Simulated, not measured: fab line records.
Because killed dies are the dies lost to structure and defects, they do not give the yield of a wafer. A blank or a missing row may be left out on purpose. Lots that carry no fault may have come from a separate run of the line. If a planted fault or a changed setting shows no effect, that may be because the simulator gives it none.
Chamber matching || flow n5 finfet || rie diel-04 running N5_BEOL_M6_STRIP_19: 4 sister chambers
The step strips in O2. 4 wafers are shown with their chamber, then 9 later ones without.

WAFERS, EACH WITH ITS CHAMBER
{"wafer": "L078.6", "chamber": 2, "drypump motor current A (A)": 6.8}
{"wafer": "L081.4", "chamber": 0, "drypump motor current A (A)": 4.9}
{"wafer": "L087.4", "chamber": 3, "drypump motor current A (A)": 5.8}
{"wafer": "L087.5", "chamber": 1, "drypump motor current A (A)": 5.7}

WAFERS WITH NO CHAMBER GIVEN
{"wafer": "L091.1", "drypump motor current A (A)": 6.8}
{"wafer": "L091.4", "drypump motor current A (A)": 5.7}
{"wafer": "L091.6", "drypump motor current A (A)": 5.8}
{"wafer": "L092.2", "drypump motor current A (A)": 5.8}
{"wafer": "L092.3", "drypump motor current A (A)": 5.8}
{"wafer": "L092.6", "drypump motor current A (A)": 4.9}
{"wafer": "L093.1", "drypump motor current A (A)": 5.0}
{"wafer": "L093.3", "drypump motor current A (A)": 5.7}
{"wafer": "L093.5", "drypump motor current A (A)": 5.8}

WHICH CHAMBER EACH ONE RAN IN
{"wafer": "L091.1", "from the rows above": 2, "in truth": 2}
{"wafer": "L091.4", "from the rows above": 1, "in truth": 1}
{"wafer": "L091.6", "from the rows above": 3, "in truth": 3}
{"wafer": "L092.2", "from the rows above": 3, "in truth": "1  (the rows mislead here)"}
{"wafer": "L092.3", "from the rows above": 3, "in truth": 3}
{"wafer": "L092.6", "from the rows above": 0, "in truth": 0}
{"wafer": "L093.1", "from the rows above": 0, "in truth": 0}
{"wafer": "L093.3", "from the rows above": 1, "in truth": 1}
{"wafer": "L093.5", "from the rows above": 3, "in truth": 3}
Correctly placed: 8 of 9. From these rows, 0 cannot be placed. Placed wrongly: 1.
How it was worked out, from the rows above alone: a wafer's distance from a chamber is the root of the sum, over the readings, of the square of ((its reading less the chamber's mean) divided by the reading's scatter). The wafer belongs to the nearest chamber; if the next one is less than 2 further off, it can't be placed. For every chamber, the mean is computed from those of its wafers that are shown. The scatter: with one shown wafer a chamber, the root of the mean of the squares of how far each hidden wafer lies from its nearest shown one.
